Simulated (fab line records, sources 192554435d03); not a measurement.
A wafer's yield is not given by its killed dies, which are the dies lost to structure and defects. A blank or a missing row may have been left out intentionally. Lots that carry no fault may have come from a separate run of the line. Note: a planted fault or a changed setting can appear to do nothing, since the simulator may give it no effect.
fab line records + flow n5Finfet
record
- lots=6
- wafers=18
- lastDay=18
route steps=1938 shown BEOL_M14@1739 PASSIVATION@1936
lots with no fault: from the same line, run without faults
startH: hours from the record's first day to the start of the lot's first wafer shown + waitH: time in hours since the lot's previous step + " same as the row above + L1.1+2: a row that stands for several wafers + - no value, or no start given + * or withheld: withheld + < > ~ a bound
route shown NAME@n: a module of which the file shows steps, and the number in the route of the first + usual: mean/standard deviation taken from wafers without a fault + same: alike in all rows + chamber/n: place in a boat + sites: readings site by site + _std_site: the standard deviation of these + _edge_site: the outer-site mean with the inner-site mean subtracted + radiusMm: for every site, how far away it sits from the centre of the wafer + mask NAME#n: copy n + behind: the last tool/chamber to shape the wafer + hold: reason for holding the lot/hours on hold/outcome of the hold + device: the transistor (n, p or np) that didn't switch + end of line: tests of these same wafers at the route's end + where a step has no rows: the recipe by itself + killed: at the first sort, the dies lost to defects and structure; wafer yield is something else + map: a wafer's dies, x killed, . not, _ none there
set.NAME: setting as actually run; set.NAME@STEP: the setting as run at that earlier step + model.NAME: the simulator's own value behind a step, which no gauge read
lots at some steps of the route; a table a step, a row a wafer
services: the hour from which a tool's chamber was out of use, counted from the record's first day as startH (under 0 if before that day), plus the number of hours and why
## steps
# step N5_BEOL_M14_COAT_22
# recipe
- spinRpm=2888
- resistThkNm=300
# step N5_BEOL_M14_EBR_24
# recipe
- solvent=PGMEA
- ebrWidthMm=1.5
# step N5_BEOL_M14_SOFTBAKE_23
# recipe
- tempC=130
- timeS=60
# step N5_BEOL_M14_EXPOSE_25
# recipe
- maskId=M14
- na=0.8
- sourceShape=annular
- sigmaInner=0.5
- sigmaOuter=0.8
- polarization=unpolarized
- targetCdNm=280
- doseMj=26.6
# step N5_BEOL_M14_PEB_26
# recipe
- pebTempC=130
- pebTimeS=90
# step N5_BEOL_M14_DEVELOP_27
# recipe
- developTimeS=45
- rinseLiquid=diw
- dry=airSpin
- devTempC=21
# step N5_BEOL_M14_HARDBAKE_32
# recipe
- tempC=130
- timeS=120
# step N5_BEOL_M14_CD_MEAS_28
# recipe
- targetCdNm=284.4
- landingEnergyEv=500
- detector=seInlens
# usual
- cdNm=284.8/1.9
| lot.wafer | tool     | chamber | startH | waitH | cdNm  |
|-----------|----------|---------|--------|-------|-------|
| L184.2    | cdSem-02 | 0       | 279.10 | -     | 281.7 |
| L184.5    | "        | 0       | "      | "     | 281.3 |
| L184.6    | "        | 0       | "      | "     | 284.2 |
| L188.1    | cdSem-01 | 0       | 303.92 | -     | 284.2 |
| L188.2    | "        | 0       | "      | "     | 285.9 |
| L188.6    | "        | 0       | "      | "     | 284.4 |
| L190.3    | cdSem-01 | 0       | 311.99 | -     | 284.8 |
| L190.4    | "        | 0       | "      | "     | 283.4 |
| L190.6    | "        | 0       | "      | "     | 282.6 |
| L191.1    | cdSem-03 | 0       | 322.86 | -     | 285.2 |
| L191.2    | "        | 0       | "      | "     | 283.8 |
| L191.5    | "        | 0       | "      | "     | 285.9 |
| L193.3    | cdSem-02 | 0       | 336.02 | -     | 285.8 |
| L193.5    | "        | 0       | "      | "     | 284.5 |
| L193.6    | "        | 0       | "      | "     | 286.3 |
| L201.3    | cdSem-02 | 0       | 396.89 | -     | 281.7 |
| L201.4    | "        | 0       | "      | "     | 284.1 |
| L201.5    | "        | 0       | "      | "     | 285.8 |
# step N5_BEOL_M14_OVL_MEAS_29
# recipe
- pointsPerWafer=44
# usual
- M14_OVL=2/6
| lot.wafer | tool       | chamber | startH | waitH | M14_OVL[nm] |
|-----------|------------|---------|--------|-------|-------------|
| L184.2    | overlay-01 | 0       | 279.12 | 0.0   | 5           |
| L184.5    | "          | 0       | "      | "     | 6           |
| L184.6    | "          | 0       | "      | "     | 6           |
| L188.1    | overlay-02 | 0       | 303.95 | 0.0   | 5           |
| L188.2    | "          | 0       | "      | "     | 4           |
| L188.6    | "          | 0       | "      | "     | -1          |
| L190.3    | overlay-02 | 0       | 312.02 | 0.0   | 14          |
| L190.4    | "          | 0       | "      | "     | 6           |
| L190.6    | "          | 0       | "      | "     | -4          |
| L191.1    | overlay-02 | 0       | 322.90 | 0.0   | -7          |
| L191.2    | "          | 0       | "      | "     | -1          |
| L191.5    | "          | 0       | "      | "     | -7          |
| L193.3    | overlay-02 | 0       | 336.04 | 0.0   | 1           |
| L193.5    | "          | 0       | "      | "     | 8           |
| L193.6    | "          | 0       | "      | "     | 10          |
| L201.3    | overlay-02 | 0       | 396.92 | 0.0   | -8          |
| L201.4    | "          | 0       | "      | "     | 0           |
| L201.5    | "          | 0       | "      | "     | 2           |
# step N5_BEOL_M14_INSPECT_30
# recipe
- mode=adi
- inspectInstrument=macro
# usual
- rawDefectCount=2.0/1.4
| lot.wafer | tool             | chamber | startH | waitH | rawDefectCount |
|-----------|------------------|---------|--------|-------|----------------|
| L184.2    | defectInspect-01 | -       | 279.15 | 0.0   | 2              |
| L184.5    | "                | -       | "      | "     | 2              |
| L184.6    | "                | -       | "      | "     | 2              |
| L188.1    | defectInspect-02 | -       | 303.98 | 0.0   | 2              |
| L188.2    | "                | -       | "      | "     | 2              |
| L188.6    | "                | -       | "      | "     | 4              |
| L190.3    | defectInspect-01 | -       | 312.04 | 0.0   | 2              |
| L190.4    | "                | -       | "      | "     | 1              |
| L190.6    | "                | -       | "      | "     | 7              |
| L191.1    | defectInspect-01 | -       | 322.92 | 0.0   | 2              |
| L191.2    | "                | -       | "      | "     | 3              |
| L191.5    | "                | -       | "      | "     | 0              |
| L193.3    | defectInspect-02 | -       | 336.07 | 0.0   | 2              |
| L193.5    | "                | -       | "      | "     | 1              |
| L193.6    | "                | -       | "      | "     | 2              |
| L201.3    | defectInspect-01 | -       | 396.95 | 0.0   | 5              |
| L201.4    | "                | -       | "      | "     | 2              |
| L201.5    | "                | -       | "      | "     | 1              |
# step N5_BEOL_M14_DESCUM_33
# recipe
- chemistry=O2
- timeS=7.9
- sourcePowerW=50
- biasPowerW=20
- pressureMtorr=20
- rfFrequencyHz=2.712e+07
- tempC=40
- o2FlowSccm=225
# usual
- drypumpMotorCurrentA=5.8/0.43
- oesProductAu=0.84/0.059
- rfVppV=243.2/1.2
- showerheadPlenumPTorr=2.09/0.057
- throttleValvePct=20.36/0.18
| lot.wafer | tool       | chamber | startH | waitH | drypumpMotorCurrentA | oesProductAu | rfHoursCounterH | rfVppV | showerheadPlenumPTorr | throttleValvePct |
|-----------|------------|---------|--------|-------|----------------------|--------------|-----------------|--------|-----------------------|------------------|
| L184.2    | rieDiel-01 | 0       | 279.18 | 0.0   | 6.7                  | 0.87         | 35              | 244.0  | 2.14                  | 20.32            |
| L184.5    | "          | 3       | "      | "     | 5.4                  | 0.97         | -               | 241.9  | 2.06                  | 20.27            |
| L184.6    | "          | 0       | "      | "     | 6.7                  | 0.88         | -               | 244.1  | 2.14                  | 20.32            |
| L188.1    | rieDiel-03 | 2       | 304.07 | 0.1   | 5.3                  | 0.84         | 73              | 243.6  | 2.11                  | 20.44            |
| L188.2    | "          | 0       | "      | "     | 5.9                  | 0.86         | 59              | 243.1  | 2.12                  | 20.54            |
| L188.6    | "          | 0       | "      | "     | 5.9                  | 0.87         | -               | 244.0  | 2.12                  | 20.54            |
| L190.3    | rieDiel-01 | 0       | 312.10 | 0.1   | 6.7                  | 0.87         | 42              | 243.8  | 2.14                  | 20.33            |
| L190.4    | "          | 3       | "      | "     | 5.5                  | 0.95         | 12              | 242.9  | 2.06                  | 20.29            |
| L190.6    | "          | 3       | "      | "     | 5.5                  | 0.95         | -               | 243.7  | 2.06                  | 20.30            |
| L191.1    | rieDiel-01 | 0       | 322.99 | 0.1   | 6.7                  | 0.86         | 46              | 243.9  | 2.14                  | 20.32            |
| L191.2    | "          | 2       | "      | "     | 5.3                  | 0.88         | 29              | 243.2  | 2.04                  | 20.25            |
| L191.5    | "          | 2       | "      | "     | 5.3                  | 0.89         | -               | 242.9  | 2.04                  | 20.24            |
| L193.3    | rieDiel-01 | 2       | 336.89 | 0.8   | 5.3                  | 0.89         | 35              | 242.6  | 2.03                  | 20.27            |
| L193.5    | "          | 0       | "      | "     | 6.7                  | 0.86         | -               | 244.9  | 2.14                  | 20.34            |
| L193.6    | "          | 3       | "      | "     | 5.5                  | 0.93         | -               | 240.8  | 2.06                  | 20.30            |
| L201.3    | rieDiel-03 | 3       | 396.98 | 0.0   | 5.7                  | 0.83         | 81              | 242.8  | 2.02                  | 20.13            |
| L201.4    | "          | 2       | "      | "     | 5.3                  | 0.79         | 106             | 243.5  | 2.10                  | 20.50            |
| L201.5    | "          | 2       | "      | "     | 5.4                  | 0.79         | -               | 244.1  | 2.10                  | 20.50            |
# step N5_BEOL_M14_ETCH_67
# recipe
- chemistry=CF4
- target=SiARC
- targetDepthA=1430
- timeS=238.3
- ionEnergyEv=80
- pressureMtorr=40
- sourceW=545
- biasW=36
- Ar_flow_sccm=100
- cf4FlowSccm=100
- ends=cleared
# usual
- drypumpMotorCurrentA=5.8/0.42
- etchRfOnTimeS=236/6.8
- oesProductAu=0.72/0.052
- rfVppV=184.2/1.1
- showerheadPlenumPTorr=2.15/0.052
- throttleValvePct=15.54/0.2
| lot.wafer | tool       | chamber | startH | waitH | drypumpMotorCurrentA | etchRfOnTimeS | oesProductAu | rfHoursCounterH | rfVppV | showerheadPlenumPTorr | throttleValvePct |
|-----------|------------|---------|--------|-------|----------------------|---------------|--------------|-----------------|--------|-----------------------|------------------|
| L184.2    | rieDiel-01 | 0       | 279.22 | 0.0   | 6.7                  | 234           | 0.75         | 35              | 184.1  | 2.18                  | 15.43            |
| L184.5    | "          | 3       | "      | "     | 5.5                  | 230           | 0.84         | -               | 185.1  | 2.11                  | 15.34            |
| L184.6    | "          | 0       | "      | "     | 6.7                  | 233           | 0.75         | -               | 184.4  | 2.18                  | 15.44            |
| L188.1    | rieDiel-03 | 2       | 304.11 | 0.0   | 5.4                  | 245           | 0.70         | 73              | 185.5  | 2.16                  | 15.60            |
| L188.2    | "          | 0       | "      | "     | 5.8                  | 247           | 0.71         | 59              | 183.6  | 2.17                  | 15.72            |
| L188.6    | "          | 0       | "      | "     | 5.8                  | 246           | 0.71         | -               | 184.1  | 2.17                  | 15.71            |
| L190.3    | rieDiel-01 | 0       | 312.13 | 0.0   | 6.7                  | 235           | 0.75         | 42              | 184.7  | 2.18                  | 15.44            |
| L190.4    | "          | 3       | "      | "     | 5.5                  | 232           | 0.80         | 12              | 182.4  | 2.10                  | 15.37            |
| L190.6    | "          | 3       | "      | "     | 5.5                  | 233           | 0.81         | -               | 183.6  | 2.10                  | 15.36            |
| L191.1    | rieDiel-01 | 0       | 323.02 | 0.0   | 6.7                  | 232           | 0.74         | 46              | 184.1  | 2.18                  | 15.47            |
| L191.2    | "          | 2       | "      | "     | 5.3                  | 226           | 0.77         | 30              | 183.8  | 2.10                  | 15.46            |
| L191.5    | "          | 2       | "      | "     | 5.3                  | 226           | 0.78         | -               | 183.4  | 2.10                  | 15.46            |
| L193.3    | rieDiel-01 | 2       | 336.92 | 0.0   | 5.3                  | 229           | 0.76         | 35              | 184.2  | 2.10                  | 15.47            |
| L193.5    | "          | 0       | "      | "     | 6.7                  | 236           | 0.73         | -               | 183.2  | 2.17                  | 15.48            |
| L193.6    | "          | 3       | "      | "     | 5.5                  | 234           | 0.78         | -               | 183.5  | 2.10                  | 15.38            |
| L201.3    | rieDiel-03 | 3       | 397.01 | 0.0   | 5.7                  | 227           | 0.73         | 81              | 183.6  | 2.08                  | 15.33            |
| L201.4    | "          | 2       | "      | "     | 5.3                  | 249           | 0.67         | 106             | 183.1  | 2.15                  | 15.67            |
| L201.5    | "          | 2       | "      | "     | 5.3                  | 246           | 0.67         | -               | 184.1  | 2.15                  | 15.69            |
# step N5_BEOL_M14_ETCH_68
# recipe
- chemistry=N2/H2
- target=SOC
- maskMaterial=SiARC
- sourceW=3000
- biasW=350
- tempC=40
- timeS=450
- ionEnergyEv=200
- pressureMtorr=30
- n2FlowSccm=200
- h2FlowSccm=200
# usual
- drypumpMotorCurrentA=5.8/0.42
- oesProductAu=0.84/0.059
- rfVppV=524.1/1.9
- runLengthS=473.3/0.33
- showerheadPlenumPTorr=2.55/0.067
- throttleValvePct=17.75/0.22
| lot.wafer | tool       | chamber | startH | waitH | drypumpMotorCurrentA | oesProductAu | rfHoursCounterH | rfVppV | runLengthS | showerheadPlenumPTorr | throttleValvePct | model.SiARC_of_BEOL_M14_COAT_66.thkNm |
|-----------|------------|---------|--------|-------|----------------------|--------------|-----------------|--------|------------|-----------------------|------------------|---------------------------------------|
| L184.2    | rieDiel-01 | 0       | 279.36 | 0.1   | 6.7                  | 0.87         | 35              | 524.0  | 472.9      | 2.60                  | 17.59            | 65.4                                  |
| L184.5    | "          | 3       | "      | "     | 5.5                  | 0.98         | -               | 521.8  | 473.9      | 2.50                  | 17.65            | 63.6                                  |
| L184.6    | "          | 0       | "      | "     | 6.7                  | 0.86         | -               | 524.3  | 472.8      | 2.60                  | 17.59            | 65.4                                  |
| L188.1    | rieDiel-03 | 2       | 304.25 | 0.1   | 5.3                  | 0.82         | 73              | 523.6  | 473.3      | 2.58                  | 17.86            | 65.6                                  |
| L188.2    | "          | 0       | "      | "     | 5.9                  | 0.85         | 59              | 525.8  | 473.1      | 2.57                  | 17.88            | 65.6                                  |
| L188.6    | "          | 0       | "      | "     | 5.9                  | 0.85         | -               | 525.3  | 473.5      | 2.57                  | 17.88            | 65                                    |
| L190.3    | rieDiel-01 | 0       | 312.28 | 0.1   | 6.7                  | 0.85         | 42              | 524.2  | 472.5      | 2.60                  | 17.62            | 66                                    |
| L190.4    | "          | 3       | "      | "     | 5.4                  | 0.94         | 12              | 523.0  | 473.3      | 2.50                  | 17.68            | 64.8                                  |
| L190.6    | "          | 3       | "      | "     | 5.4                  | 0.94         | -               | 523.1  | 473.0      | 2.50                  | 17.68            | 64                                    |
| L191.1    | rieDiel-01 | 0       | 323.17 | 0.1   | 6.7                  | 0.85         | 46              | 525.7  | 472.9      | 2.60                  | 17.60            | 65.6                                  |
| L191.2    | "          | 2       | "      | "     | 5.3                  | 0.89         | 30              | 522.6  | 572.6      | 2.49                  | 17.65            | 55                                    |
| L191.5    | "          | 2       | "      | "     | 5.3                  | 0.88         | -               | 521.8  | 572.8      | 2.49                  | 17.62            | 55                                    |
| L193.3    | rieDiel-01 | 2       | 337.07 | 0.1   | 5.3                  | 0.88         | 35              | 521.8  | 572.5      | 2.49                  | 17.66            | 55                                    |
| L193.5    | "          | 0       | "      | "     | 6.7                  | 0.84         | -               | 523.8  | 472.9      | 2.60                  | 17.62            | 66                                    |
| L193.6    | "          | 3       | "      | "     | 5.5                  | 0.92         | -               | 522.3  | 473.2      | 2.49                  | 17.69            | 64.6                                  |
| L201.3    | rieDiel-03 | 3       | 397.16 | 0.1   | 5.8                  | 0.84         | 82              | 521.5  | 472.9      | 2.46                  | 17.57            | 64.4                                  |
| L201.4    | "          | 2       | "      | "     | 5.3                  | 0.79         | 106             | 525.8  | 473.6      | 2.57                  | 17.93            | 65.4                                  |
| L201.5    | "          | 2       | "      | "     | 5.3                  | 0.79         | -               | 525.1  | 473.4      | 2.57                  | 17.93            | 66                                    |
# step N5_BEOL_M14_STRIP_69
# recipe
- chemistry=N2/H2
- tempC=40
- n2FlowSccm=200
- h2FlowSccm=200
- rfFrequencyHz=6e+07
# step N5_PASSIVATION_PROBE_49
# usual
- defectLimitedYield=91.6/1.6
- killed_at_M0_to_M3=31/10
- killed_at_M4_up=14/6.3
- killedAtContacts=12/6.1
- killedAtFrontEnd=39/12
- killedAtOther=3.7/2.8
- killedDies=100/19
- killedOpen=66/14
- killedShort=33/8.1
- sort_bin_5_function=5.0/1.1
- sort_bin_6_memory=3.2/0.66
- sortNPass=1080/18
- sortYieldPct=91.6/1.6
# same
- grossDies=1180
- killedAtBackSide=0
- sort_bin_4_leakage[%]=0
- sort_bin_8_speed[%]=0
| lot.wafer | tool      | chamber | startH | waitH | defectLimitedYield[%] | killed_at_M0_to_M3 | killed_at_M4_up | killedAtContacts | killedAtFrontEnd | killedAtOther | killedDies | killedOpen | killedShort | sort_bin_5_function[%] | sort_bin_6_memory[%] | sortNPass | sortYieldPct[%] |
|-----------|-----------|---------|--------|-------|-----------------------|--------------------|-----------------|------------------|------------------|---------------|------------|------------|-------------|------------------------|----------------------|-----------|-----------------|
| L184.2    | prober-02 | -       | 304.58 | 0.1   | 93.6                  | 21                 | 6               | 10               | 38               | 1             | 76         | 60         | 13          | 3.6                    | 2.7                  | 1104      | 93.6            |
| L184.5    | prober-02 | -       | 304.73 | 0.2   | 91.3                  | 28                 | 8               | 8                | 53               | 6             | 103        | 72         | 29          | 5.5                    | 3.1                  | 1077      | 91.3            |
| L184.6    | prober-02 | -       | 304.78 | 0.3   | 91.4                  | 30                 | 13              | 7                | 43               | 9             | 102        | 58         | 41          | 4.8                    | 3.4                  | 1078      | 91.4            |
| L201.3    | prober-02 | -       | 420.03 | 0.1   | 91.9                  | 20                 | 11              | 11               | 51               | 3             | 96         | 67         | 28          | 5.0                    | 2.7                  | 1084      | 91.9            |
| L201.4    | prober-02 | -       | 420.08 | 0.2   | 94.2                  | 20                 | 8               | 4                | 37               | 0             | 69         | 42         | 23          | 3.8                    | 1.6                  | 1111      | 94.2            |
| L201.5    | prober-02 | -       | 420.13 | 0.2   | 89.9                  | 40                 | 11              | 8                | 56               | 4             | 119        | 93         | 24          | 5.6                    | 4.2                  | 1061      | 89.9            |
# killed by level:class
L184.2 STI_FIN_REVEAL:geometricParticle:open=16 FIN_SAQP:geometricParticle:open=9 MOL_CONTACT_COAG:geometricParticle:open=9 BEOL_M0_SAQP:geometricParticle:open=5 BEOL_M3:geometricParticle:open=5 BEOL_M0_SAQP:geometricParticle:short=4 BEOL_M1:geometricParticle:open=3 BEOL_M4:geometricParticle:open=3
L184.5 FIN_SAQP:geometricParticle:open=13 STI_FIN_REVEAL:geometricParticle:open=12 BEOL_M1:geometricParticle:open=9 MOL_CONTACT_COAG:geometricParticle:open=7 FIN_SAQP:geometricParticle:short=5 STI_FIN_REVEAL:geometricParticle:short=4 DUMMY_GATE:geometricParticle:short=4 GATE_CUT:geometricParticle:open=4
L184.6 FIN_SAQP:geometricParticle:open=8 FIN_SAQP:geometricParticle:short=8 BEOL_M0_SAQP:geometricParticle:short=8 BEOL_M3:geometricParticle:open=6 GATE_CUT:geometricParticle:short=6 BEOL_M5:geometricParticle:open=6 STI_FIN_REVEAL:geometricParticle:open=5 MOL_CONTACT_COAG:geometricParticle:open=5
L201.3 STI_FIN_REVEAL:geometricParticle:open=11 FIN_SAQP:geometricParticle:open=10 MOL_CONTACT_COAG:geometricParticle:open=10 BEOL_M3:geometricParticle:open=8 GATE_CUT:geometricParticle:short=7 STI_FIN_REVEAL:geometricParticle:short=4 DUMMY_GATE:geometricParticle:open=4 ILD0:geometricParticle:short=4
L201.4 FIN_SAQP:geometricParticle:open=9 FIN_SAQP:geometricParticle:short=7 BEOL_M0_SAQP:geometricParticle:short=6 BEOL_M3:geometricParticle:open=6 STI_FIN_REVEAL:geometricParticle:open=4 MOL_CONTACT_COAG:geometricParticle:open=4 BEOL_M0:geometricParticle:open=4 GATE_CUT:geometricParticle:open=3
L201.5 BEOL_M3:geometricParticle:open=22 FIN_SAQP:geometricParticle:open=16 STI_FIN_REVEAL:geometricParticle:open=9 MOL_CONTACT_COAG:geometricParticle:open=8 DUMMY_GATE:geometricParticle:open=7 FIN_SAQP:geometricParticle:short=6 GATE_CUT:geometricParticle:short=6 GATE_CUT:geometricParticle:open=5
## services
| tool       | chamber | startH | hours | kind   |
|------------|---------|--------|-------|--------|
| rieDiel-03 | 1       | 267.61 | 8.5   | repair |
| rieDiel-01 | -       | 282.13 | 15.6  | pm     |
| rieDiel-03 | 0       | 288.61 | 3.7   | repair |
| rieDiel-03 | 1       | 374.86 | 2.7   | repair |
## key
firstSign
- step=N5_BEOL_M14_ETCH_68
- reading=runLengthS
- direction=up
- sigmas=99+
- usual=*
- struck=*
effect none on later readings
modelEffect
- step=N5_BEOL_M14_ETCH_68
- value=SiARC_of_BEOL_M14_COAT_66.thkNm
- without=64.93
- struck=55
metAt N5_BEOL_M14_ETCH_68
struckWafers L191.2,L191.5,L193.3
fault
- kind=processParameterDrift
- tool=rieDiel-01
- chamber=2
- onsetH=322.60
- steps=N5_BEOL_M14_ETCH_68
- channel=timeS
- offset=*
- shape=step
- endH=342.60
- actsIn=*
- stated=*
